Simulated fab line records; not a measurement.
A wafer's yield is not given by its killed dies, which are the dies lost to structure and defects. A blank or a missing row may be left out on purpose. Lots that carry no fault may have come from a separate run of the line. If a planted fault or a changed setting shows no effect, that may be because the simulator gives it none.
Matching of chambers || flow nand_harc || NHARC_A_CONTACT_DEP_29 on pecvd-04 has 3 sister chambers
The step deposits SiON, target thk 100 nm. 6 wafers are shown with their chamber, then 8 later ones without.

== WAFERS, EACH WITH ITS CHAMBER ==
{"wafer": "L076.6", "chamber": 0, "heater_power_w (W)": 841}
{"wafer": "L080.1", "chamber": 0, "heater_power_w (W)": 803}
{"wafer": "L080.6", "chamber": 1, "heater_power_w (W)": 771}
{"wafer": "L083.4", "chamber": 1, "heater_power_w (W)": 836}
{"wafer": "L083.5", "chamber": 2, "heater_power_w (W)": 694}
{"wafer": "L090.1", "chamber": 2, "heater_power_w (W)": 693}

== WAFERS WHOSE CHAMBER IS MISSING ==
{"wafer": "L090.5", "heater_power_w (W)": 698}
{"wafer": "L090.6", "heater_power_w (W)": 705}
{"wafer": "L088.1", "heater_power_w (W)": 689}
{"wafer": "L088.5", "heater_power_w (W)": 843}
{"wafer": "L088.6", "heater_power_w (W)": 744}
{"wafer": "L094.3", "heater_power_w (W)": 734}
{"wafer": "L094.5", "heater_power_w (W)": 920}
{"wafer": "L094.6", "heater_power_w (W)": 779}

== WHICH CHAMBER EACH ONE RAN IN ==
{"wafer": "L090.5", "from the rows above": 2, "in truth": 2}
{"wafer": "L090.6", "from the rows above": 2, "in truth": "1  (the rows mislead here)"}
{"wafer": "L088.1", "from the rows above": 2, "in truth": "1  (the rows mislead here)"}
{"wafer": "L088.5", "from the rows above": "can't be placed: 0 or 1", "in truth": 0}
{"wafer": "L088.6", "from the rows above": "can't be placed: 2 or 1 or 0", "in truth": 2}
{"wafer": "L094.3", "from the rows above": "can't be placed: 2 or 1 or 0", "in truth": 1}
{"wafer": "L094.5", "from the rows above": "can't be placed: 0 or 1", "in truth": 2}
{"wafer": "L094.6", "from the rows above": "can't be placed: 1 or 0 or 2", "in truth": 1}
Correct placement for 1 of the 8. These rows do not allow placing 5 (true chamber among the candidates in 4). 2 placed wrongly.
How it was worked out, from the rows above alone: a wafer's distance from a chamber is the root of the sum, over the readings, of the square of ((its reading less the chamber's mean) divided by the reading's scatter). If the next closest chamber is less than 2 further off than the closest, the wafer can't be placed; otherwise it belongs to the closest. The mean given for a chamber averages the wafers shown for that chamber. The scatter: the root of (the sum of the squares of (reading less its chamber's mean) over the shown wafers, divided by (wafers less chambers)).
